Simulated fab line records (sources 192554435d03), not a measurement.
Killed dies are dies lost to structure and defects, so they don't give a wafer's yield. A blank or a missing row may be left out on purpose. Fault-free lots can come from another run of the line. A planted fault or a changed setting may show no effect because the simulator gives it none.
Chamber matching	flow n5Finfet	rieDiel-01 running N5_BEOL_M9_ETCH_62: 4 sister chambers
The step etches SOC in N2/H2, target depth 110 nm, overetch 22 nm, time 165 s. 22 wafers are shown with their chamber, then 11 later ones without.

EACH WAFER AND ITS CHAMBER
wafer	chamber	showerheadPlenumPTorr (Torr)	drypumpMotorCurrentA (A)	throttleValvePct (%)
L074.1	2	2.62	6.3	17.84
L074.4	1	2.44	5.9	18.23
L074.5	2	2.62	6.3	17.85
L076.2	1	2.44	5.9	18.25
L076.3	3	2.43	5.7	17.99
L076.5	2	2.62	6.4	17.83
L085.4	0	2.58	5.8	17.63
L085.5	2	2.62	6.4	17.87
L085.6	3	2.43	5.7	18.01
L084.2	1	2.43	5.9	18.29
L084.3	3	2.43	5.7	18.00
L084.4	2	2.62	6.4	17.88
L087.2	0	2.58	5.8	17.65
L087.3	1	2.43	5.9	18.27
L087.6	2	2.61	6.4	17.88
L088.1	2	2.61	6.3	17.87
L088.3	1	2.43	5.9	18.29
L088.4	3	2.42	5.7	18.02
L090.3	2	2.61	6.3	17.88
L090.4	3	2.42	5.7	18.04
L090.6	0	2.58	5.8	17.66
L089.3	2	2.61	6.3	17.88

SIGNATURES, as means of the wafers listed above
reading	chamber 0	chamber 1	chamber 2	chamber 3	scatter within a chamber
showerheadPlenumPTorr	2.5800	2.4340	2.6156	2.4260	0.00507
drypumpMotorCurrentA	5.800	5.900	6.344	5.700	0.0351
throttleValvePct	17.6467	18.2660	17.8644	18.0120	0.0207
Rule: a wafer's distance from a chamber is the root of the sum, over the readings, of the square of ((its reading less the chamber's mean) divided by the reading's scatter). If the next closest chamber is less than 2 further off than the closest, the wafer can't be placed; otherwise it belongs to the closest. The scatter: the root of (the sum of the squares of (reading less its chamber's mean) over the shown wafers, divided by (wafers less chambers)).

WAFERS MISSING THEIR CHAMBER
wafer	showerheadPlenumPTorr (Torr)	drypumpMotorCurrentA (A)	throttleValvePct (%)
L089.4	2.43	5.9	18.29
L089.5	2.57	5.8	17.66
L092.1	2.43	5.9	18.30
L092.4	2.42	5.7	18.03
L092.6	2.43	5.9	18.28
L091.2	2.57	5.8	17.66
L091.4	2.61	6.4	17.89
L091.5	2.57	5.8	17.66
L095.1	2.61	6.3	17.91
L095.3	2.42	5.9	18.30
L095.5	2.57	5.8	17.66

WHICH CHAMBER EACH ONE RAN IN
wafer	from the rows above	in truth
L089.4	1	1
L089.5	0	0
L092.1	1	1
L092.4	3	3
L092.6	1	1
L091.2	0	0
L091.4	2	2
L091.5	0	0
L095.1	2	2
L095.3	1	1
L095.5	0	0
Placed correctly: 11 of 11. Left unplaced by these rows: 0. 0 placed wrongly.
